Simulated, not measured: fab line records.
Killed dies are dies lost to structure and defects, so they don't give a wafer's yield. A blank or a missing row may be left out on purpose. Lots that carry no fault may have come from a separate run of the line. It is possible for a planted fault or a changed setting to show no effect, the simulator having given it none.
Matching of chambers ; flow nandHarc ; NHARC_A_STAIRCASE_ALD_420 on aldHk-02 has 4 sister chambers
The step deposits SiO2, target thk 20 nm, pulse time 6 s, ald cycles 200. 4 wafers are shown with their chamber, then 10 later ones without.

## EACH WAFER AND ITS CHAMBER
wafer;chamber;heaterPowerW (W)
L089.1;0;449
L090.3;3;493
L090.6;2;451
L095.5;1;388

## WAFERS WITHOUT THEIR CHAMBER
wafer;heaterPowerW (W)
L095.6;451
L095.1;451
L095.3;448
L095.4;494
L096.3;463
L096.4;394
L096.5;446
L096.1;449
L096.2;485
L096.6;400

## WHICH CHAMBER EACH WENT THROUGH
wafer;from the rows above;in truth
L095.6;can't be placed: 2 or 0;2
L095.1;can't be placed: 2 or 0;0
L095.3;can't be placed: 0 or 2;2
L095.4;3;3
L096.3;can't be placed: 2 or 0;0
L096.4;1;1
L096.5;can't be placed: 0 or 2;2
L096.1;can't be placed: 0 or 2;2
L096.2;3;3
L096.6;1;1
Correctly placed: 4 of 10. These rows do not allow placing 6 (true chamber among the candidates in 6). 0 placed wrongly.
How it was worked out, from the rows above alone: a wafer's distance from a chamber is the root of the sum, over the readings, of the square of ((its reading less the chamber's mean) divided by the reading's scatter). The wafer belongs to the nearest chamber; if the next one is less than 2 further off, it can't be placed. For every chamber, the mean is computed from those of its wafers that are shown. The scatter (one wafer shown for each chamber): square how far every hidden wafer sits from the nearest shown wafer, average those squares and take the square root.
